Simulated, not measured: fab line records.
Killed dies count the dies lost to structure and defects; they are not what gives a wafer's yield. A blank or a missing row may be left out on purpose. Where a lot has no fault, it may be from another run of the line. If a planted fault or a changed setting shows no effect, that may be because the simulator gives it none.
A lot that was struck, set against a sound lot / flow nand-harc / 14 steps out of a route of 1302
Sound: these wafers, L903.1, L903.2, L903.5. Wafers struck: L913.1, L913.2, L913.4. Last of all comes the cause.
Order at every step that has rows: each side's tool, ch and its chambers, its first start. Under that, the readings that differ: sound wafers / struck wafers / difference of the means / sigmas: that difference in standard deviations of wafers without a fault.
alike: readings with means less than 2 such deviations apart, plus words and numbers identical on both sides. not compared: withheld readings, readings lacking a value on some wafer, bounds such as >300 that could conceal the same value, and numbers that have no deviation in the record and whose values overlap.
A row with sigmas, a row that says differs or no value, or rows on one side alone: a step with any of these is where the two part. Numbers that don't overlap but have no deviation are shown without sigmas and don't part them. Lack of a reading on every wafer of one side parts them only where that side has two or more wafers.

NHARC_A_WL_FILL_STRIP_27: strips in N2/H2, time 20 s.
  sound on plasma-asher-02 ch 0,1, day 20 23:01; struck on plasma-asher-02 ch 0,1, day 24 11:32
reading=rf-refl-power-W (W); sound=36 39 40; struck=- - -; difference=no value on the struck wafers; sigmas=
  alike: drypump-motor-current-A, heater-power-w, temp-c
  not compared: rf-hours-counter-h
then, 4 steps without rows for these wafers: NHARC_A_WL_FILL_STRIP_28 (strips in post etch residue remover, time 1200 s); NHARC_A_WL_FILL_PRECLEAN_06 (cleans in DIW, time 300 s); NHARC_A_WL_FILL_SRD_07; NHARC_A_WL_FILL_ANNEAL_08 (time 1800 s).
NHARC_A_WL_FILL_ALD_10: deposits SiO2, target thk 50 nm, pulse time 10 s, ald cycles 500.
  sound on ald-hk-04 ch 0,1,3, day 21 04:14; struck on ald-hk-02 ch 0,1,2, day 24 22:04
  alike: heater-power-w, precursor-pulse-height-rel
then, 1 step without rows for these wafers: NHARC_A_WL_FILL_ETCHBACK_16 (etches the open film in C4F8/O2/Ar, target depth 120 nm, time 24 s).
NHARC_A_WL_FILL_STRIP_29: strips in O2, time 20 s.
  sound on rie-diel-08 ch 0,2,3, day 21 08:30; struck on rie-diel-11 ch 0,2,3, day 25 02:50
  alike: drypump-motor-current-A, oes-product-au, rf-vpp-V, showerhead-plenum-p-Torr, throttle-valve-pct
  not compared: rf-hours-counter-h
NHARC_A_WL_FILL_ETCHBACK_17: etches the open film in Cl2/BCl3, target depth 4 nm, time 26.7 s.
  sound on rie-metal-03 ch 0,1, day 21 08:35; struck on rie-metal-03 ch 0,1, day 25 02:55
  alike: drypump-motor-current-A, oes-product-au
  not compared: rf-hours-counter-h
then, 2 steps without rows for these wafers: NHARC_A_WL_FILL_PRECLEAN_18 (cleans in dHF, time 30 s); NHARC_A_WL_FILL_SRD_21.
NHARC_A_WL_FILL_CVD_23: deposits poly-Si, target thk 40 nm, time 800 s.
  sound on lpcvd-poly-01 ch 0, day 21 11:13; struck on lpcvd-poly-02 ch 0, day 26 11:28
  alike: zone-power-centre-pct
NHARC_A_WL_FILL_ETCHBACK_26: etches the open film in HBr, target depth 52 nm, time 13.3 s.
  sound on rie-si-02 ch 0,3, day 21 13:44; struck on rie-si-02 ch 0,2,3, day 26 14:04
  alike: bias-w, drypump-motor-current-A, hbr-flow-sccm, oes-product-au, throttle-valve-pct
  not compared: rf-hours-counter-h
-- the record jumps here: 3 days lie between the struck wafers' starts before and after (it left off in module A_WL_FILL and takes up again in module END, whose first step shown is number 1302 of the route) --
NHARC_END_SORT_01:
  sound on prober-02 ch 0, day 25 11:51; struck on prober-01 ch 0, day 29 19:44
  alike: killed-at-array, killed-at-other, killed-at-periphery, killed-dies, killed-open, killed-short

WHERE THEY PART
Within this record, at NHARC_A_WL_FILL_STRIP_27 only. Later steps at which nothing parts them and some readings are alike: NHARC_A_WL_FILL_ALD_10, NHARC_A_WL_FILL_STRIP_29, NHARC_A_WL_FILL_ETCHBACK_17, NHARC_A_WL_FILL_CVD_23, NHARC_A_WL_FILL_ETCHBACK_26, NHARC_END_SORT_01.

WHY: what had been put in by the simulator
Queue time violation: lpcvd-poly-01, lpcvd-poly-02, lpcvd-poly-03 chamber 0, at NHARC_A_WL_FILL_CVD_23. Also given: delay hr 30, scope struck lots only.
